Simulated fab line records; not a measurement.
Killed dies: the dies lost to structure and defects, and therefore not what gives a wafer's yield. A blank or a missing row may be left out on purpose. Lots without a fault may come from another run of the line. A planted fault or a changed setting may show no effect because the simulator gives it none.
Which of the tools did it? / flow n5Finfet / 9 lots with 25 wafers sampled at 7 steps, on a route of 1938 steps

== WHAT THE GAUGES READ, wafer by wafer ==
N5_STI_FIN_REVEAL_CD_MEAS_22: target cd 6.238 nm, pitch 28 nm. Usual: cdNm reads 6.26 nm (standard deviation 0.22).
lot=L535; measured=day 3 01:36; on=cdSem-01; cdNm (nm)=6.39 6.10 6.05; flag=
lot=L538; measured=day 3 19:58; on=cdSem-03; cdNm (nm)=6.46 6.37 6.76; flag=
lot=L539; measured=day 4 01:03; on=cdSem-01; cdNm (nm)=6.60 6.23 6.02; flag=
lot=L542; measured=day 4 19:42; on=cdSem-03; cdNm (nm)=6.37 6.11 6.07; flag=
lot=L544; measured=day 5 10:34; on=cdSem-03; cdNm (nm)=6.52 6.77 6.33; flag=
lot=L546; measured=day 5 18:28; on=cdSem-03; cdNm (nm)=6.05 6.45; flag=
lot=L548; measured=day 6 07:49; on=cdSem-02; cdNm (nm)=6.51 6.28; flag=
lot=L553; measured=day 7 15:35; on=cdSem-02; cdNm (nm)=6.11 6.31 6.39; flag=
lot=L555; measured=day 8 01:19; on=cdSem-01; cdNm (nm)=6.32 5.67 5.84; flag=

N5_DUMMY_GATE_CD_MEAS_15: target cd 25.8 nm. Usual: cdNm reads 25.01 nm (standard deviation 0.2).
lot=L535; measured=day 3 10:38; on=cdSem-02; cdNm (nm)=24.94 25.09 24.96; flag=
lot=L538; measured=day 4 04:34; on=cdSem-03; cdNm (nm)=25.03 25.09 24.90; flag=
lot=L539; measured=day 4 10:16; on=cdSem-02; cdNm (nm)=25.03 25.08 25.07; flag=
lot=L542; measured=day 5 05:28; on=cdSem-03; cdNm (nm)=25.09 25.40 25.28; flag=
lot=L544; measured=day 5 19:17; on=cdSem-03; cdNm (nm)=24.96 25.27 24.60; flag=
lot=L546; measured=day 6 03:04; on=cdSem-03; cdNm (nm)=25.18 24.99; flag=
lot=L548; measured=day 6 16:31; on=cdSem-03; cdNm (nm)=25.46 25.20; flag=
lot=L553; measured=day 8 02:17; on=cdSem-02; cdNm (nm)=24.91 24.90 25.09; flag=
lot=L555; measured=day 8 10:10; on=cdSem-01; cdNm (nm)=25.02 24.83 24.98; flag=

N5_DUMMY_GATE_CD_MEAS_50: target cd 14 nm. Usual: cdNm reads 14.02 nm (standard deviation 0.27).
lot=L535; measured=day 3 11:22; on=cdSem-02; cdNm (nm)=14.11 13.50 14.11; flag=
lot=L538; measured=day 4 05:04; on=cdSem-01; cdNm (nm)=14.40 13.70 14.04; flag=
lot=L539; measured=day 4 10:57; on=cdSem-01; cdNm (nm)=13.70 13.66 14.01; flag=
lot=L542; measured=day 5 06:11; on=cdSem-03; cdNm (nm)=14.27 14.04 14.16; flag=
lot=L544; measured=day 5 19:47; on=cdSem-03; cdNm (nm)=14.05 13.86 7.94; flag=OFF
lot=L546; measured=day 6 03:34; on=cdSem-03; cdNm (nm)=8.03 13.53; flag=OFF
lot=L548; measured=day 6 17:01; on=cdSem-01; cdNm (nm)=13.92 8.73; flag=OFF
lot=L553; measured=day 8 02:57; on=cdSem-01; cdNm (nm)=14.42 14.02 14.31; flag=
lot=L555; measured=day 8 10:40; on=cdSem-01; cdNm (nm)=13.75 13.67 13.86; flag=

N5_DUMMY_GATE_CD_MEAS_24: target cd 15 nm. Usual: cdNm reads 15.1 nm (standard deviation 0.33).
lot=L535; measured=day 3 12:01; on=cdSem-02; cdNm (nm)=15.2 14.4 14.3; flag=
lot=L538; measured=day 4 05:34; on=cdSem-02; cdNm (nm)=15.3 15.4 15.6; flag=
lot=L539; measured=day 4 11:27; on=cdSem-01; cdNm (nm)=15.1 14.6 15.1; flag=
lot=L542; measured=day 5 06:41; on=cdSem-01; cdNm (nm)=14.4 14.5 14.9; flag=
lot=L544; measured=day 5 20:17; on=cdSem-01; cdNm (nm)=15.0 14.7 8.9; flag=OFF
lot=L546; measured=day 6 04:10; on=cdSem-03; cdNm (nm)=9.6 15.2; flag=OFF
lot=L548; measured=day 6 17:39; on=cdSem-01; cdNm (nm)=15.1 9.3; flag=OFF
lot=L553; measured=day 8 03:37; on=cdSem-03; cdNm (nm)=15.2 15.2 15.5; flag=
lot=L555; measured=day 8 11:10; on=cdSem-03; cdNm (nm)=15.1 14.7 14.6; flag=

N5_BEOL_M4_RC_MEAS_101. Usual: DIBL_N 36.4 mV/V, standard deviation 1.2; DIBL_P 36.1 mV/V, standard deviation 1.6; IOFF_N 0.156 nA/um, standard deviation 0.024; IOFF_P 0.21 nA/um, standard deviation 0.031; ION_N 674 uA/um, standard deviation 11; ION_P 463 uA/um, standard deviation 6.9; SS_N 71.5 mV/dec, standard deviation 0.5; SS_P 73.2 mV/dec, standard deviation 0.55; VT_N 250.0 mV, standard deviation 2.9; VT_P -250 mV, standard deviation 3.6.
lot=L535; measured=day 8 05:44; on=prober-01; DIBL_N (mV/V)=37.3 38.7 36.8; DIBL_P (mV/V)=38.3 39.4 37.6; IOFF_N (nA/um)=0.181 0.208 0.167; IOFF_P (nA/um)=0.23 0.24 0.21; ION_N (uA/um)=680 684 674; ION_P (uA/um)=469 464 459; SS_N (mV/dec)=72.1 72.1 72.4; SS_P (mV/dec)=73.3 73.8 73.3; VT_N (mV)=247.3 244.2 247.0; VT_P (mV)=-250 -249 -251; flag=
lot=L538; measured=day 9 01:47; on=prober-01; DIBL_N (mV/V)=35.2 35.9 35.2; DIBL_P (mV/V)=34.7 36.4 34.3; IOFF_N (nA/um)=0.133 0.144 0.134; IOFF_P (nA/um)=0.20 0.22 0.20; ION_N (uA/um)=668 671 665; ION_P (uA/um)=468 468 461; SS_N (mV/dec)=71.4 72.3 71.2; SS_P (mV/dec)=73.0 73.8 72.9; VT_N (mV)=250.7 251.6 253.1; VT_P (mV)=-249 -246 -250; flag=
lot=L539; measured=day 8 23:57; on=prober-01; DIBL_N (mV/V)=36.8 38.0 37.1; DIBL_P (mV/V)=35.8 36.4 36.3; IOFF_N (nA/um)=0.182 0.195 0.185; IOFF_P (nA/um)=0.28 0.28 0.29; ION_N (uA/um)=676 683 681; ION_P (uA/um)=470 467 471; SS_N (mV/dec)=71.2 72.1 71.8; SS_P (mV/dec)=73.6 74.5 73.5; VT_N (mV)=250.4 247.6 247.4; VT_P (mV)=-245 -242 -243; flag=
lot=L542; measured=day 10 06:21; on=prober-02; DIBL_N (mV/V)=39.1 37.1 38.8; DIBL_P (mV/V)=38.8 35.5 38.1; IOFF_N (nA/um)=0.219 0.158 0.207; IOFF_P (nA/um)=0.26 0.21 0.25; ION_N (uA/um)=698 676 698; ION_P (uA/um)=476 466 471; SS_N (mV/dec)=72.2 71.5 71.7; SS_P (mV/dec)=73.5 73.5 73.9; VT_N (mV)=243.5 249.8 244.3; VT_P (mV)=-246 -249 -246; flag=
lot=L544; measured=day 10 16:43; on=prober-02; DIBL_N (mV/V)=38.7 38.5; DIBL_P (mV/V)=38.0 38.2; IOFF_N (nA/um)=0.181 0.185; IOFF_P (nA/um)=0.25 0.25; ION_N (uA/um)=671 683; ION_P (uA/um)=464 468; SS_N (mV/dec)=72.1 72.3; SS_P (mV/dec)=73.0 73.4; VT_N (mV)=245.3 245.3; VT_P (mV)=-246 -249; flag=
lot=L546; measured=day 11 02:30; on=prober-01; DIBL_N (mV/V)=37.7; DIBL_P (mV/V)=36.9; IOFF_N (nA/um)=0.156; IOFF_P (nA/um)=0.18; ION_N (uA/um)=684; ION_P (uA/um)=458; SS_N (mV/dec)=72.1; SS_P (mV/dec)=73.2; VT_N (mV)=249.1; VT_P (mV)=-258; flag=
lot=L548; measured=day 11 12:38; on=prober-02; DIBL_N (mV/V)=37.7; DIBL_P (mV/V)=36.7; IOFF_N (nA/um)=0.170; IOFF_P (nA/um)=0.20; ION_N (uA/um)=672; ION_P (uA/um)=455; SS_N (mV/dec)=71.7; SS_P (mV/dec)=74.1; VT_N (mV)=250.4; VT_P (mV)=-252; flag=
lot=L553; measured=day 12 20:18; on=prober-02; DIBL_N (mV/V)=34.0 34.5 34.4; DIBL_P (mV/V)=34.0 35.2 33.8; IOFF_N (nA/um)=0.129 0.134 0.120; IOFF_P (nA/um)=0.18 0.20 0.18; ION_N (uA/um)=667 670 660; ION_P (uA/um)=467 467 459; SS_N (mV/dec)=71.0 71.1 70.2; SS_P (mV/dec)=73.1 72.5 72.6; VT_N (mV)=252.9 249.4 251.6; VT_P (mV)=-249 -250 -250; flag=
lot=L555; measured=day 14 02:38; on=prober-02; DIBL_N (mV/V)=37.1 36.2 36.1; DIBL_P (mV/V)=37.7 36.1 36.2; IOFF_N (nA/um)=0.179 0.154 0.154; IOFF_P (nA/um)=0.23 0.20 0.20; ION_N (uA/um)=668 657 670; ION_P (uA/um)=464 455 460; SS_N (mV/dec)=71.8 71.2 71.6; SS_P (mV/dec)=74.1 73.4 73.5; VT_N (mV)=247.6 252.0 250.1; VT_P (mV)=-249 -253 -253; flag=

== EACH LOT AND THE TOOL THAT RAN IT (in order: tool; ch and the chambers of the sampled wafers; start) ==
lot=L535; N5_DUMMY_GATE_DESCUM_20=rieDiel-05 ch 0,1,3, day 3 10:49; N5_DUMMY_GATE_TRIM_49=rieSi-04 ch 0,1,3, day 3 11:03
lot=L538; N5_DUMMY_GATE_DESCUM_20=rieDiel-06 ch 0,1,3, day 4 04:41; N5_DUMMY_GATE_TRIM_49=rieSi-02 ch 0,1,3, day 4 04:55
lot=L539; N5_DUMMY_GATE_DESCUM_20=rieDiel-04 ch 0,1,2, day 4 10:35; N5_DUMMY_GATE_TRIM_49=rieSi-02 ch 1,2, day 4 10:48
lot=L542; N5_DUMMY_GATE_DESCUM_20=rieDiel-04 ch 0,1,2, day 5 05:40; N5_DUMMY_GATE_TRIM_49=rieSi-04 ch 0,2,3, day 5 05:53
lot=L544; N5_DUMMY_GATE_DESCUM_20=rieDiel-05 ch 0,1, day 5 19:25; N5_DUMMY_GATE_TRIM_49=rieSi-02 ch 0,2, day 5 19:38
lot=L546; N5_DUMMY_GATE_DESCUM_20=rieDiel-04 ch 0,2, day 6 03:12; N5_DUMMY_GATE_TRIM_49=rieSi-02 ch 0,2, day 6 03:25
lot=L548; N5_DUMMY_GATE_DESCUM_20=rieDiel-06 ch 1,2, day 6 16:39; N5_DUMMY_GATE_TRIM_49=rieSi-02 ch 0,3, day 6 16:53
lot=L553; N5_DUMMY_GATE_DESCUM_20=rieDiel-05 ch 1,2, day 8 02:25; N5_DUMMY_GATE_TRIM_49=rieSi-04 ch 1,2,3, day 8 02:38
lot=L555; N5_DUMMY_GATE_DESCUM_20=rieDiel-05 ch 1,2,3, day 8 10:18; N5_DUMMY_GATE_TRIM_49=rieSi-01 ch 0,3, day 8 10:31
- N5_DUMMY_GATE_DESCUM_20: chemistry O2, time 6.2 s.
- N5_DUMMY_GATE_TRIM_49: chemistry O2, time 29 s, target cd 14 nm.

== AS READ BY THE TOOLS THEMSELVES (means over the sampled wafers that have a number; for cases with no such wafer, the mark the record gives instead) ==
N5_DUMMY_GATE_DESCUM_20. Usual: drypumpMotorCurrentA 5.7 A, standard deviation 0.41; oesProductAu 0.77 a.u., standard deviation 0.085; rfVppV 243.2 V, standard deviation 1.3; showerheadPlenumPTorr 2.10 Torr, standard deviation 0.061; throttleValvePct 20.50 %, standard deviation 0.25.
lot=L535; tool=rieDiel-05; drypumpMotorCurrentA (A)=5.7; oesProductAu (a.u.)=0.79; rfVppV (V)=243.1; showerheadPlenumPTorr (Torr)=2.08; throttleValvePct (%)=20.48; flag=
lot=L538; tool=rieDiel-06; drypumpMotorCurrentA (A)=5.6; oesProductAu (a.u.)=0.75; rfVppV (V)=244.7; showerheadPlenumPTorr (Torr)=2.12; throttleValvePct (%)=20.35; flag=
lot=L539; tool=rieDiel-04; drypumpMotorCurrentA (A)=6.0; oesProductAu (a.u.)=0.76; rfVppV (V)=243.1; showerheadPlenumPTorr (Torr)=2.09; throttleValvePct (%)=20.63; flag=
lot=L542; tool=rieDiel-04; drypumpMotorCurrentA (A)=6.0; oesProductAu (a.u.)=0.74; rfVppV (V)=241.9; showerheadPlenumPTorr (Torr)=2.09; throttleValvePct (%)=20.65; flag=
lot=L544; tool=rieDiel-05; drypumpMotorCurrentA (A)=5.6; oesProductAu (a.u.)=0.73; rfVppV (V)=243.3; showerheadPlenumPTorr (Torr)=2.06; throttleValvePct (%)=20.63; flag=
lot=L546; tool=rieDiel-04; drypumpMotorCurrentA (A)=6.0; oesProductAu (a.u.)=0.76; rfVppV (V)=242.6; showerheadPlenumPTorr (Torr)=2.05; throttleValvePct (%)=20.75; flag=
lot=L548; tool=rieDiel-06; drypumpMotorCurrentA (A)=5.9; oesProductAu (a.u.)=0.73; rfVppV (V)=242.7; showerheadPlenumPTorr (Torr)=2.09; throttleValvePct (%)=20.58; flag=
lot=L553; tool=rieDiel-05; drypumpMotorCurrentA (A)=5.2; oesProductAu (a.u.)=0.82; rfVppV (V)=242.9; showerheadPlenumPTorr (Torr)=2.08; throttleValvePct (%)=20.36; flag=
lot=L555; tool=rieDiel-05; drypumpMotorCurrentA (A)=5.4; oesProductAu (a.u.)=0.81; rfVppV (V)=242.3; showerheadPlenumPTorr (Torr)=2.05; throttleValvePct (%)=20.34; flag=

N5_DUMMY_GATE_TRIM_49. Usual: drypumpMotorCurrentA 5.8 A, standard deviation 0.37; oesProductAu 1.003 a.u., standard deviation 0.019; throttleValvePct 8.15 %, standard deviation 0.14.
lot=L535; tool=rieSi-04; drypumpMotorCurrentA (A)=5.8; oesProductAu (a.u.)=0.994; throttleValvePct (%)=8.07; flag=
lot=L538; tool=rieSi-02; drypumpMotorCurrentA (A)=6.1; oesProductAu (a.u.)=1.008; throttleValvePct (%)=8.18; flag=
lot=L539; tool=rieSi-02; drypumpMotorCurrentA (A)=5.4; oesProductAu (a.u.)=1.003; throttleValvePct (%)=8.24; flag=
lot=L542; tool=rieSi-04; drypumpMotorCurrentA (A)=6.0; oesProductAu (a.u.)=1.009; throttleValvePct (%)=8.03; flag=
lot=L544; tool=rieSi-02; drypumpMotorCurrentA (A)=5.5; oesProductAu (a.u.)=1.128; throttleValvePct (%)=8.18; flag=OFF
lot=L546; tool=rieSi-02; drypumpMotorCurrentA (A)=5.7; oesProductAu (a.u.)=1.176; throttleValvePct (%)=8.18; flag=OFF
lot=L548; tool=rieSi-02; drypumpMotorCurrentA (A)=6.2; oesProductAu (a.u.)=1.193; throttleValvePct (%)=8.11; flag=OFF
lot=L553; tool=rieSi-04; drypumpMotorCurrentA (A)=5.9; oesProductAu (a.u.)=1.008; throttleValvePct (%)=8.10; flag=
lot=L555; tool=rieSi-01; drypumpMotorCurrentA (A)=6.0; oesProductAu (a.u.)=0.992; throttleValvePct (%)=8.14; flag=

== THE ANSWER, worked out from the rows above alone ==
Rule: take the mean of a lot's wafers that have a number; if it is more than 3 standard deviations from the usual mean, the lot is off. Also off: a lot with no number at a reading for which 4 or more lots have one. All remaining lots with rows at the step are treated as sound. After the gauges, taken in route order, come the tools' own readings; for these a lot's mean is taken, as printed above. At the first step where some lot is off, the reading lying furthest off is the one used; lots without a number count as furthest.
Off: L544, L546, L548, at N5_DUMMY_GATE_CD_MEAS_50 (cdNm).
A tool fits if, at a process step before that reading, it ran every lot that is off, and no sound lot after the first of them. The gauges at N5_DUMMY_GATE_CD_MEAS_50 aren't tried: what is off there is off at N5_DUMMY_GATE_TRIM_49 too, on other tools, and a gauge's error can't cause that. One candidate fits, namely rieSi-02 at N5_DUMMY_GATE_TRIM_49. Its last sound lot is L539 (day 4 10:48), its first lot that is off L544 (day 5 19:38): a fault that began between those two fits.
On the lots that are off, the tool's own readings at N5_DUMMY_GATE_TRIM_49 differ by more than 5 times the standard deviation of the sound lots' means, which bears it out; oesProductAu reads 1.166 a.u. there versus 1.002 a.u. on the sound lots.

== WHAT THE SIMULATOR HAD INSERTED ==
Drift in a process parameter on rieSi-02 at N5_DUMMY_GATE_TRIM_49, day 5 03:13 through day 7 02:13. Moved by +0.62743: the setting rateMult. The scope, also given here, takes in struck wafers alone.
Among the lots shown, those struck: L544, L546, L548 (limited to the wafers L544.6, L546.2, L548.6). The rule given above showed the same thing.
